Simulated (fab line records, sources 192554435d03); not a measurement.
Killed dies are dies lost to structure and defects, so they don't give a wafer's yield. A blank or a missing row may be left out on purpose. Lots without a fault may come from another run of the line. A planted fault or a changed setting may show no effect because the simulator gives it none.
One fault seen from 3 desks | flow n5_finfet | each desk has only its own numbers; what lay behind them comes last

THE METROLOGY DESK
What the gauges read, lot by lot, whatever tool the lot ran on: means of the sampled wafers that have a number. A lot is out of limits, marked OUT, if its mean lies more than 4 standard deviations from the usual mean; the brackets give that distance.
Columns: A = M5_OVL at N5_BEOL_M5_OVL_MEAS_12, usual -0.1 nm; B = V4_OVL at N5_BEOL_M5_OVL_MEAS_29, usual 0.0 nm
lot  | first seen here | A    | B
L200 | day 8 05:34     | -0.7 | 0.1
L203 | day 8 14:16     | 0.1  | -0.5
L204 | day 9 02:40     | 0.3  | 0.1
L208 | day 10 06:20    | 0.2  | 0.3
L210 | day 10 16:05    | -0.4 | 0.7
L212 | day 11 00:42    | 0.5  | -0.4
L213 | day 11 07:05    | -0.2 | -0.6
L214 | day 11 09:27    | 0.7  | 0.6
L217 | day 12 03:44    | -0.3 | -0.5
L215 | day 12 07:26    | 0.2  | 0.2
L216 | day 12 08:38    | -0.1 | -0.6
L219 | day 12 09:32    | -0.0 | 0.6
L221 | day 13 11:41    | 0.5  | 0.4
This desk's finding: nothing out of limits on any of the 13 lots.

THE DEFECT DESK
What the inspections along the route counted, lot by lot: means of the sampled wafers that have a number. A lot is out of limits, marked OUT, if its mean lies more than 4 standard deviations from the usual mean; the brackets give that distance.
Columns: A = raw_defect_count at N5_BEOL_M5_INSPECT_30, usual 418
lot  | first seen here | A
L200 | day 8 06:34     | 382
L203 | day 8 16:15     | 389
L204 | day 9 03:45     | 562
L208 | day 10 08:20    | 378
L210 | day 10 17:21    | 439
L212 | day 11 01:37    | 494
L213 | day 11 08:53    | 508
L214 | day 11 13:58    | 620
L217 | day 12 05:41    | 432
L215 | day 12 08:29    | 434
L219 | day 12 11:52    | 286
L216 | day 12 12:04    | 413
L221 | day 13 13:10    | 473
This desk's finding: nothing out of limits on any of the 13 lots.

THE TOOL OWNER'S DESK: litho_track-03
The tool's own readings at N5_BEOL_M5_COAT_66 (time 60 s, resist thk 12 nm): means of the sampled wafers that have a number, for each lot that ran on this tool. A lot is out of limits, marked OUT, if its mean lies more than 4 standard deviations from the usual mean; the brackets give that distance.
Columns: A = spin_speed_rpm at N5_BEOL_M5_COAT_66, usual 1500.1 rpm
lot  | first seen here | A
L203 | day 8 15:53     | 1499.9
L204 | day 9 03:23     | 1500.1
L208 | day 10 07:46    | 1425.4 (-75) OUT
L210 | day 10 16:52    | 1425.3 (-75) OUT
This desk's finding: out of limits on L208, L210; first on L208, day 10 07:46 (spin_speed_rpm at N5_BEOL_M5_COAT_66). In limits: L203, L204.

PUT TOGETHER
The tool owner's desk could have raised an alarm at day 10 07:46, on L208, L210.
The metrology desk saw nothing out of limits.
The defect desk saw nothing out of limits.
The metrology desk has L208, L210 on record, within its limits.
The defect desk has L208, L210 on record, within its limits.
Of the lots named, all ran N5_BEOL_M5_COAT_66 on litho_track-03.

WHAT THE SIMULATOR HAD PUT IN
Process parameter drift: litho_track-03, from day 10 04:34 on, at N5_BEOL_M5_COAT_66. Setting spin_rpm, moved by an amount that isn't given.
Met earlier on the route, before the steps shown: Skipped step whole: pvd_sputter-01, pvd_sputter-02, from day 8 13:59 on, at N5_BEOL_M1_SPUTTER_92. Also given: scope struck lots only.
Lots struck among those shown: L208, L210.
Hours from the fault's start to each desk's first reading out of limits: the tool owner's desk, 3.
